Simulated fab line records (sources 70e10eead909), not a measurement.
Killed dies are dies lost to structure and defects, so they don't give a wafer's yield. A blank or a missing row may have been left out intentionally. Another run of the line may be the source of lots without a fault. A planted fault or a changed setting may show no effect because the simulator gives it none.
3 desks, one fault ; flow nandHarc ; each desk holds nothing but its own numbers, with what lay behind them at the end

## THE METROLOGY DESK
What the gauges read, lot by lot, whatever tool the lot ran on: means of the sampled wafers that have a number. If a lot's mean is further than 4 standard deviations from the usual mean, the lot is out of limits and carries the mark OUT (the distance appears in the brackets).
Columns: A = overlayXNm at NHARC_A_M1_OVL_MEAS_10, usual 0.0 nm; B = overlayYNm at NHARC_A_M1_OVL_MEAS_10, usual 0.2 nm
lot;first seen here;A;B
L883;day 17 19:57;0.8;0.6
L886;day 17 23:07;-0.5;0.7
L884;day 18 06:08;0.6;0.4
L885;day 18 07:25;0.4;0.1
L887;day 18 19:03;1.1;0.9
L889;day 18 23:49;1.7;-0.9
L888;day 19 00:45;-1.1;0.7
L890;day 19 11:07;-0.7;0.3
L891;day 19 21:17;0.5;0.4
L892;day 19 22:01;-0.3;-0.2
L901;day 22 00:00;0.5;0.6
L900;day 22 14:47;0.7;-0.5
This desk found nothing out of limits on any of the 12 lots.

## THE DEFECT DESK
Lot by lot, what the route's inspections counted, given as the mean of those sampled wafers with a number. If a lot's mean is further than 4 standard deviations from the usual mean, the lot is out of limits and carries the mark OUT (the distance appears in the brackets).
Columns: A = rawDefectCount at NHARC_A_M1_INSPECT_11, usual 29
lot;first seen here;A
L883;day 17 20:00;9
L886;day 17 23:10;12
L884;day 18 06:11;28
L885;day 18 07:27;8
L887;day 18 19:05;36
L889;day 18 23:50;27
L888;day 19 00:47;20
L890;day 19 11:09;24
L891;day 19 21:20;21
L892;day 19 22:04;30
L901;day 22 00:02;29
L900;day 22 14:49;38
This desk found nothing out of limits on any of the 12 lots.

## FOR THE TOOL OWNER'S DESK: ecdCu-01
The tool's own readings at NHARC_A_M1_ECD_22 (material Cu, target thk 400 nm): means of the sampled wafers that have a number, for each lot that ran on this tool. If a lot's mean is further than 4 standard deviations from the usual mean, the lot is out of limits and carries the mark OUT (the distance appears in the brackets).
Columns: A = bathTempC at NHARC_A_M1_ECD_22, usual 25.00 C
lot;first seen here;A
L883;day 17 21:32;24.95
L886;day 18 00:37;24.92
L884;day 18 08:08;25.02
L885;day 18 08:55;24.98
L890;day 19 12:46;24.98
L901;day 22 01:31;24.89
This desk found nothing out of limits on any of the 6 lots.

## TAKEN TOGETHER
Metrology desk: nothing out of limits seen.
Nothing the defect desk looked at was out of limits.
The desk of the tool owner found nothing out of limits.

## WHAT THE SIMULATOR PUT IN
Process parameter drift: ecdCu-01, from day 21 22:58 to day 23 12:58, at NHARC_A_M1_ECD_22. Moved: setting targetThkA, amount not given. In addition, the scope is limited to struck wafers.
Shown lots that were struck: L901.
